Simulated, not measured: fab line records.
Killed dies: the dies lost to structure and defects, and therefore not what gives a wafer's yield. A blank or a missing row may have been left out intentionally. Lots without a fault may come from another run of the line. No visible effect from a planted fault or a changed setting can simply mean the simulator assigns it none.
fab line records -- flow nandHarc
record: lots: 6, wafers: 17, lastDay: 24
route steps=1159 shown A_WL_FILL@839 A_CONTACT@840 END@1159
lots untouched by any fault: they come from a run of this same line in which no faults occurred
startH: hours from the record's opening day to when the first of the lot's shown wafers began -- waitH: hours from the lot's prior step to this one -- " repeats the value in the row above -- L1.1+2: a row that stands for several wafers -- - no value present, or no start provided -- * or withheld: withheld -- < > ~ a bound
route shown NAME@n: names a module that has steps shown in the file, with the first one's number in the route -- usual: mean/standard deviation taken from wafers without a fault -- same: alike in all rows -- chamber/n: place in a boat -- sites: the reading at each site -- _std_site: their standard deviation -- _edge_site: the outer-site mean with the inner-site mean subtracted -- radiusMm: how far each site lies from the wafer's centre -- mask NAME#n: copy n -- behind: the last tool/chamber to shape the wafer -- hold: cause of the lot's hold/its duration in hours/its outcome -- device: which transistor (n, p or np) failed to switch -- end of line: the same wafers' tests at the end of the route -- a step with no rows: only its recipe -- killed: at the first sort, the dies lost to defects and structure; wafer yield is something else -- map: a wafer's dies, marking killed ones x, the rest . and places with no die _
set.NAME: the run value of the setting; set.NAME@STEP: its run value at that earlier step -- model.NAME: the simulator's own value behind a step, which no gauge read
lots at selected steps of the route; one table per step, one row per wafer
services: from which hour (startH, from the record's first day; less than 0 if before it) a tool's chamber was out of use, for how many hours, and why
== steps ==
step: NHARC_A_WL_FILL_INSPECT_15
usual: rawDefectCount: 399/120
lot.wafer,tool,chamber,startH,waitH,rawDefectCount
L253.1,defectInspect-01,-,406.15,0.0,243
L253.2,defectInspect-01,-,406.15,0.0,312
L253.3,defectInspect-01,-,406.15,0.0,282
L255.1,defectInspect-01,-,425.21,0.0,532
L255.2,defectInspect-01,-,425.21,0.0,513
L255.4,defectInspect-01,-,425.21,0.0,480
L259.2,defectInspect-02,-,433.88,0.0,429
L259.5,defectInspect-02,-,433.88,0.0,414
L262.2,defectInspect-01,-,443.59,0.0,535
L262.3,defectInspect-01,-,443.59,0.0,319
L262.4,defectInspect-01,-,443.59,0.0,398
L267.3,defectInspect-01,-,468.17,0.0,450
L267.4,defectInspect-01,-,468.17,0.0,401
L267.6,defectInspect-01,-,468.17,0.0,418
L270.1,defectInspect-01,-,496.82,0.0,374
L270.2,defectInspect-01,-,496.82,0.0,643
L270.5,defectInspect-01,-,496.82,0.0,468
step: NHARC_A_CONTACT_DEP_24
recipe: targetThkA: 5000, tempC: 400, pressureTorr: 6.5, rfW: 900, teosFlowSccm: 161.4, flowSccm: 2650, targetThkNm: 500, gas: O2, material: SiO2
usual: heaterPowerW: 502/73, rfFwdPowerW: 899.0/2.6, throttleValvePct: 15.8/0.47
lot.wafer,tool,chamber,startH,waitH,heaterPowerW,rfFwdPowerW,throttleValvePct
L253.3,pecvd-02,2,406.22,0.1,510,904.8,15.3
L253.2,pecvd-02,0,406.22,0.1,333,898.0,15.2
L253.1,pecvd-02,1,406.22,0.1,483,898.0,15.4
L255.1,pecvd-04,2,425.28,0.1,537,902.7,16.5
L255.2,pecvd-04,1,425.28,0.1,633,896.9,16.2
L255.4,pecvd-04,1,425.28,0.1,641,898.6,16.0
L259.2,pecvd-01,0,434.01,0.1,533,899.1,15.8
L259.5,pecvd-01,2,434.01,0.1,561,897.8,15.8
L262.2,pecvd-01,2,443.72,0.1,552,896.9,15.4
L262.3,pecvd-01,0,443.72,0.1,535,900.3,15.9
L262.4,pecvd-01,1,443.72,0.1,425,899.0,16.2
L267.3,pecvd-02,1,468.57,0.4,503,898.7,15.8
L267.6,pecvd-02,0,468.57,0.4,399,896.5,15.5
L267.4,pecvd-02,1,468.57,0.4,520,904.1,15.7
L270.2,pecvd-04,1,497.01,0.2,540,899.2,16.0
L270.1,pecvd-04,2,497.01,0.2,509,898.1,16.5
L270.5,pecvd-04,0,497.01,0.2,640,900.9,16.3
step: NHARC_A_CONTACT_DEP_28
recipe: targetThkA: 36000, tempC: 400, material: aC
usual: throttleValvePct: 35.000/0.0088
lot.wafer,tool,chamber,startH,waitH,throttleValvePct
L253.1,aclDep-02,0,409.11,2.3,35.002
L253.2,aclDep-02,0,409.11,2.3,34.992
L253.3,aclDep-02,0,409.11,2.3,35.018
L255.1,aclDep-01,0,425.88,0.1,34.996
L255.2,aclDep-01,0,425.88,0.1,35.004
L255.4,aclDep-01,0,425.88,0.1,34.996
L259.2,aclDep-01,0,434.92,0.4,35.005
L259.5,aclDep-01,0,436.05,1.5,34.990
L262.2,aclDep-03,0,445.51,1.3,35.002
L262.3,aclDep-03,0,445.51,1.3,35.002
L262.4,aclDep-03,0,445.51,1.3,35.004
L267.3,aclDep-01,0,474.37,5.3,35.005
L267.4,aclDep-01,0,474.37,5.3,34.992
L267.6,aclDep-01,0,474.37,5.3,35.026
L270.1,aclDep-01,0,498.47,1.0,34.996
L270.2,aclDep-01,0,498.47,1.0,34.998
L270.5,aclDep-01,0,499.95,2.5,35.004
step: NHARC_A_CONTACT_DEP_29
recipe: targetThkA: 700, targetThkNm: 70, tempC: 400, pressureTorr: 3.5, flowSccm: 200, rfW: 350, material: SiON
usual: heaterPowerW: 698/79, rfFwdPowerW: 348.6/1.2
lot.wafer,tool,chamber,startH,waitH,heaterPowerW,rfFwdPowerW
L253.3,pecvd-04,0,411.33,1.1,881,348.5
L253.2,pecvd-04,1,411.33,1.1,746,349.1
L253.1,pecvd-04,2,411.33,1.1,681,345.7
L255.2,pecvd-04,1,428.27,1.7,739,348.5
L255.1,pecvd-04,2,428.27,1.7,641,350.6
L255.4,pecvd-04,2,428.27,1.7,654,349.2
L259.2,pecvd-02,1,436.84,1.5,687,348.3
L259.5,pecvd-02,0,436.84,1.5,616,347.5
L262.2,pecvd-01,1,447.37,1.5,748,351.0
L262.3,pecvd-01,2,447.37,1.5,653,347.3
L262.4,pecvd-01,2,447.37,1.5,672,347.7
L267.3,pecvd-04,1,475.95,1.2,710,346.9
L267.6,pecvd-04,1,475.95,1.2,680,348.9
L267.4,pecvd-04,0,475.95,1.2,758,350.8
L270.1,pecvd-01,0,500.72,1.9,600,349.9
L270.2,pecvd-01,1,500.72,1.9,757,349.5
L270.5,pecvd-01,2,500.72,1.9,778,349.0
step: NHARC_A_CONTACT_DEHYDRATE_32
recipe: tempC: 150, timeS: 120
step: NHARC_A_CONTACT_HMDS_33
recipe: timeS: 30
step: NHARC_A_CONTACT_COAT_34
recipe: tempC: 260, timeS: 75
step: NHARC_A_CONTACT_COAT_35
recipe: tempC: 225, timeS: 65
step: NHARC_A_CONTACT_COAT_36
recipe: spinRpm: 1500, resistThkNm: 90
step: NHARC_A_CONTACT_SOFTBAKE_37
recipe: tempC: 105, timeS: 55
usual: heaterPowerTotalW: 188.45/0.13
lot.wafer,tool,chamber,startH,waitH,heaterPowerTotalW
L253.1,lithoTrack-01,0,411,-,188.75
L253.2,lithoTrack-01,0,411,-,188.40
L253.3,lithoTrack-01,0,411,-,188.33
L255.1,lithoTrack-04,0,428,-,188.51
L255.2,lithoTrack-04,0,428,-,188.55
L255.4,lithoTrack-04,0,428,-,188.36
L259.2,lithoTrack-04,0,437,-,188.43
L259.5,lithoTrack-04,0,437,-,195.62
L262.2,lithoTrack-04,0,447,-,188.48
L262.3,lithoTrack-04,0,447,-,188.30
L262.4,lithoTrack-04,0,447,-,195.71
L267.3,lithoTrack-06,0,476,-,188.38
L267.4,lithoTrack-06,0,476,-,188.46
L267.6,lithoTrack-06,0,476,-,188.78
L270.1,lithoTrack-01,0,501,-,188.30
L270.2,lithoTrack-01,0,501,-,188.35
L270.5,lithoTrack-01,0,501,-,188.76
step: NHARC_A_CONTACT_EBR_38
step: NHARC_END_SORT_01
recipe: tempC: 25
usual: killedAtArray: 28/10, killedAtOther: 0.5/0.82, killedAtPeriphery: 3.4/2.2, killedDies: 31/10, killedOpen: 3.4/1.9, killedShort: 1.9/1.3
same: grossDies: 677
lot.wafer,tool,chamber,startH,waitH,killedAtArray,killedAtOther,killedAtPeriphery,killedDies,killedOpen,killedShort
L253.1,prober-01,0,488.17,2.5,29,1,4,34,5,2
L253.2,prober-01,0,488.96,2.8,22,1,6,29,1,2
L253.3,prober-01,0,489.76,3.1,37,2,9,48,9,1
L255.1,prober-02,0,499.49,2.5,20,0,3,23,5,1
L255.2,prober-02,0,500.29,2.8,23,0,5,28,3,6
L255.4,prober-02,0,501.88,3.4,14,1,1,16,1,1
L259.2,prober-02,0,508.42,2.8,24,0,3,27,5,0
L259.5,prober-02,0,510.79,3.7,34,0,3,37,3,2
L262.2,prober-01,0,516.21,2.8,32,0,6,38,1,3
L262.3,prober-01,0,517.02,3.1,27,0,7,34,5,5
L262.4,prober-01,0,517.82,3.4,32,0,6,38,4,2
L267.3,prober-01,0,547.18,3.1,45,0,2,47,5,0
L267.4,prober-01,0,547.99,3.4,38,0,3,41,3,2
L267.6,prober-01,0,549.60,4.0,45,0,0,45,6,1
L270.1,prober-02,0,573.13,2.5,47,0,2,49,3,0
L270.2,prober-02,0,573.94,2.8,39,2,2,43,2,3
L270.5,prober-02,0,576.35,3.7,39,1,1,41,3,2
killed by level:class
L253.1 A_SLIT:chamberFilmFlake=8 P_ZERO_WELL:chamberFilmFlake=4 A_CHANNEL_HOLE_D1:chamberFilmFlake=4 A_CONTACT:chamberFilmFlake=4 A_CONTACT:geometricParticle:open=3 A_ZERO_WELL:chamberFilmFlake=3 A_SOURCE_PLATE:geometricParticle:open=1 A_CHANNEL_FILL_D1:geometricParticle:short=1
L253.2 A_SLIT:chamberFilmFlake=13 P_ZERO_WELL:chamberFilmFlake=4 A_CONTACT:chamberFilmFlake=4 A_CHANNEL_FILL_D1:geometricParticle:open=1 A_WL_FILL:geometricParticle:short=1 A_CONTACT:geometricParticle:short=1 P_STI:chamberFilmFlake=1 P_CONTACT:chamberFilmFlake=1
L253.3 A_SLIT:chamberFilmFlake=15 A_CHANNEL_HOLE_D1:chamberFilmFlake=7 A_CONTACT:chamberFilmFlake=6 P_ZERO_WELL:chamberFilmFlake=5 P_M0:geometricParticle:open=2 A_WL_FILL:geometricParticle:open=2 A_STAIRCASE:chamberFilmFlake=2 THIN_TSV:chamberFilmFlake=2
L255.1 A_CONTACT:chamberFilmFlake=8 A_CHANNEL_HOLE_D1:chamberFilmFlake=3 A_STAIRCASE:chamberFilmFlake=3 P_CONTACT:geometricParticle:open=1 P_M0:geometricParticle:open=1 A_ONON_D1:geometricParticle:open=1 A_CHANNEL_FILL_D1:geometricParticle:short=1 A_WL_FILL:geometricParticle:open=1
L255.2 A_CONTACT:chamberFilmFlake=7 P_STI:chamberFilmFlake=3 A_STAIRCASE:chamberFilmFlake=3 A_WL_FILL:geometricParticle:short=2 A_CHANNEL_HOLE_D1:chamberFilmFlake=2 A_CHANNEL_FILL_D1:chamberFilmFlake=2 A_M1:chamberFilmFlake=2 P_STI:geometricParticle:short=1
L255.4 A_CHANNEL_HOLE_D1:chamberFilmFlake=3 A_CONTACT:chamberFilmFlake=3 A_STAIRCASE:chamberFilmFlake=3 A_M1:chamberFilmFlake=3 A_CHANNEL_FILL_D1:chamberFilmFlake=2 P_GATE:geometricParticle:open=1 STARTING-WAFER:geometricParticle:short=1
L259.2 A_CHANNEL_HOLE_D1:chamberFilmFlake=14 A_WL_FILL:geometricParticle:open=2 A_M0:geometricParticle:open=2 P_M0:chamberFilmFlake=2 A_STAIRCASE:chamberFilmFlake=2 A_CONTACT:chamberFilmFlake=2 A_SOURCE_PLATE:geometricParticle:open=1 P_STI:chamberFilmFlake=1
L259.5 A_CHANNEL_HOLE_D1:chamberFilmFlake=21 A_SLIT:chamberFilmFlake=4 A_STAIRCASE:chamberFilmFlake=2 P_CONTACT:geometricParticle:open=1 A_CHANNEL_FILL_D1:geometricParticle:short=1 A_WL_FILL:geometricParticle:short=1 A_CONTACT:geometricParticle:open=1 A_BLC:geometricParticle:open=1
L262.2 A_SLIT:chamberFilmFlake=17 A_CONTACT:chamberFilmFlake=5 A_CHANNEL_HOLE_D1:chamberFilmFlake=4 A_STAIRCASE:chamberFilmFlake=4 P_STI:chamberFilmFlake=2 P_CONTACT:chamberFilmFlake=2 P_GATE:geometricParticle:short=1 P_CONTACT:geometricParticle:short=1
L262.3 A_SLIT:chamberFilmFlake=10 A_CHANNEL_HOLE_D1:chamberFilmFlake=4 A_CONTACT:chamberFilmFlake=4 A_STAIRCASE:chamberFilmFlake=3 P_STI:chamberFilmFlake=2 P_STI:geometricParticle:short=1 P_M0:geometricParticle:open=1 P_M1:geometricParticle:open=1
L262.4 A_SLIT:chamberFilmFlake=14 A_CONTACT:chamberFilmFlake=7 A_CHANNEL_HOLE_D1:chamberFilmFlake=4 P_CONTACT:chamberFilmFlake=3 A_STAIRCASE:chamberFilmFlake=3 P_STI:geometricParticle:open=1 P_M0:geometricParticle:open=1 A_ONON_D1:geometricParticle:short=1
L267.3 A_CHANNEL_HOLE_D1:chamberFilmFlake=20 A_SLIT:chamberFilmFlake=17 A_STAIRCASE:chamberFilmFlake=3 P_CONTACT:geometricParticle:open=1 A_ONON_D1:geometricParticle:open=1 A_STAIRCASE:geometricParticle:open=1 A_M0:geometricParticle:open=1 A_M1:geometricParticle:open=1
L267.4 A_CHANNEL_HOLE_D1:chamberFilmFlake=19 A_SLIT:chamberFilmFlake=9 A_CONTACT:chamberFilmFlake=4 A_STAIRCASE:chamberFilmFlake=3 A_CONTACT:geometricParticle:open=2 P_M0:geometricParticle:open=1 P_M2:geometricParticle:short=1 A_WL_FILL:geometricParticle:short=1
L267.6 A_SLIT:chamberFilmFlake=18 A_CHANNEL_HOLE_D1:chamberFilmFlake=15 A_STAIRCASE:chamberFilmFlake=3 A_ONON_D1:geometricParticle:open=2 A_CONTACT:chamberFilmFlake=2 A_SGD_CUT:geometricParticle:open=1 A_CONTACT:geometricParticle:short=1 A_M0:geometricParticle:open=1
L270.1 A_CHANNEL_HOLE_D1:chamberFilmFlake=24 A_SLIT:chamberFilmFlake=16 A_STAIRCASE:chamberFilmFlake=3 A_CONTACT:chamberFilmFlake=3 P_CONTACT:geometricParticle:open=2 A_CONTACT:geometricParticle:open=1
L270.2 A_CHANNEL_HOLE_D1:chamberFilmFlake=23 A_SLIT:chamberFilmFlake=9 A_CONTACT:chamberFilmFlake=4 P_GATE:geometricParticle:short=1 P_GATE:geometricParticle:open=1 A_CHANNEL_FILL_D1:geometricParticle:short=1 A_M0:geometricParticle:open=1 STARTING-WAFER:geometricParticle:short=1
L270.5 A_CHANNEL_HOLE_D1:chamberFilmFlake=16 A_SLIT:chamberFilmFlake=12 A_CONTACT:chamberFilmFlake=5 A_STAIRCASE:chamberFilmFlake=2 P_CONTACT:geometricParticle:open=1 A_ONON_D1:geometricParticle:short=1 A_WL_FILL:geometricParticle:short=1 A_CONTACT:geometricParticle:open=1
== services ==
tool,chamber,startH,hours,kind
pecvd-04,0,390.58,-,clean
pecvd-04,1,390.58,-,clean
pecvd-04,2,390.58,-,clean
pecvd-01,-,395.62,1.7,repair
pecvd-04,-,397.49,0.5,repair
aclDep-03,-,407.01,13.0,pm
pecvd-01,-,418.19,13.0,pm
pecvd-01,0,418.19,13.0,ventCycle
pecvd-01,1,418.19,13.0,ventCycle
pecvd-01,2,418.19,13.0,ventCycle
pecvd-01,0,431.19,-,clean
pecvd-01,1,431.19,-,clean
pecvd-01,2,431.19,-,clean
lithoTrack-01,-,443.00,7.0,pm
lithoTrack-06,-,467.01,7.0,pm
aclDep-01,-,467.59,6.0,repair
aclDep-01,-,477.07,13.0,pm
lithoTrack-04,-,491.00,7.0,pm
== key ==
firstSign: step: NHARC_A_CONTACT_SOFTBAKE_37, reading: heaterPowerTotalW, direction: up, sigmas: 56, usual: *, struck: *
effect none on later readings
metAt NHARC_A_CONTACT_SOFTBAKE_37
struckWafers L259.5,L262.4
testerLeftOut L259,L262
onsetBetween 428 437
fault: kind: processParameterDrift, tool: lithoTrack-04, chamber: -, onsetH: 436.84, steps: NHARC_A_CONTACT_SOFTBAKE_37, channel: timeS, offset: *, shape: step, endH: 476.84, scope: struckWafersOnly, actsIn: *, stated: *
testerLeftOut: of these lots the tester's yield and bins aren't shown, on N5 and GAA mostly nor the transistor test; their killed dies are dies lost to structure and defects alone, not to doping, threshold or leakage, so they don't give the yield
